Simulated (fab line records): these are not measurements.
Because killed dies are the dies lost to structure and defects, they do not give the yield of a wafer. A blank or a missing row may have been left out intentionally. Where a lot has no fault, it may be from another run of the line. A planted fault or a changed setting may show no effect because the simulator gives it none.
Chamber matching || flow n5 finfet || 4 sister chambers for N5_GATE_CUT_CMP_02 on cmp-04
The step polishes, stops on SiO2, t overpolish 12.7 s, target thk 0 nm. 4 wafers are shown with their chamber, then 8 later ones without.

## WAFERS PAIRED WITH THEIR CHAMBERS
{"wafer": "L084.2", "chamber": 0, "motor current A (A)": 8.1}
{"wafer": "L087.1", "chamber": 1, "motor current A (A)": 10.1}
{"wafer": "L087.2", "chamber": 2, "motor current A (A)": 10.2}
{"wafer": "L088.2", "chamber": 3, "motor current A (A)": 9.4}

## WAFERS WITHOUT THEIR CHAMBER
{"wafer": "L088.5", "motor current A (A)": 11.0}
{"wafer": "L088.6", "motor current A (A)": 8.0}
{"wafer": "L092.2", "motor current A (A)": 10.2}
{"wafer": "L092.4", "motor current A (A)": 10.7}
{"wafer": "L092.5", "motor current A (A)": 7.9}
{"wafer": "L097.3", "motor current A (A)": 10.3}
{"wafer": "L097.4", "motor current A (A)": 10.6}
{"wafer": "L097.6", "motor current A (A)": 8.1}

## WHICH CHAMBER EACH ONE RAN IN
{"wafer": "L088.5", "from the rows above": "can't be placed: 2 or 1", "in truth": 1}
{"wafer": "L088.6", "from the rows above": 0, "in truth": 0}
{"wafer": "L092.2", "from the rows above": "can't be placed: 2 or 1", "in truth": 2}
{"wafer": "L092.4", "from the rows above": "can't be placed: 2 or 1", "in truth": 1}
{"wafer": "L092.5", "from the rows above": 0, "in truth": 0}
{"wafer": "L097.3", "from the rows above": "can't be placed: 2 or 1", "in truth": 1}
{"wafer": "L097.4", "from the rows above": "can't be placed: 2 or 1", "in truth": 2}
{"wafer": "L097.6", "from the rows above": 0, "in truth": 0}
Correctly placed: 3 of 8. Can't be placed from these rows: 5 (the true chamber is among the candidates in 5). 0 placed wrongly.
How it was worked out, from the rows above alone: a wafer's distance from a chamber is the root of the sum, over the readings, of the square of ((its reading less the chamber's mean) divided by the reading's scatter). If the next closest chamber is less than 2 further off than the closest, the wafer can't be placed; otherwise it belongs to the closest. A chamber's mean is the mean of its shown wafers. The scatter: with one shown wafer a chamber, the root of the mean of the squares of how far each hidden wafer lies from its nearest shown one.
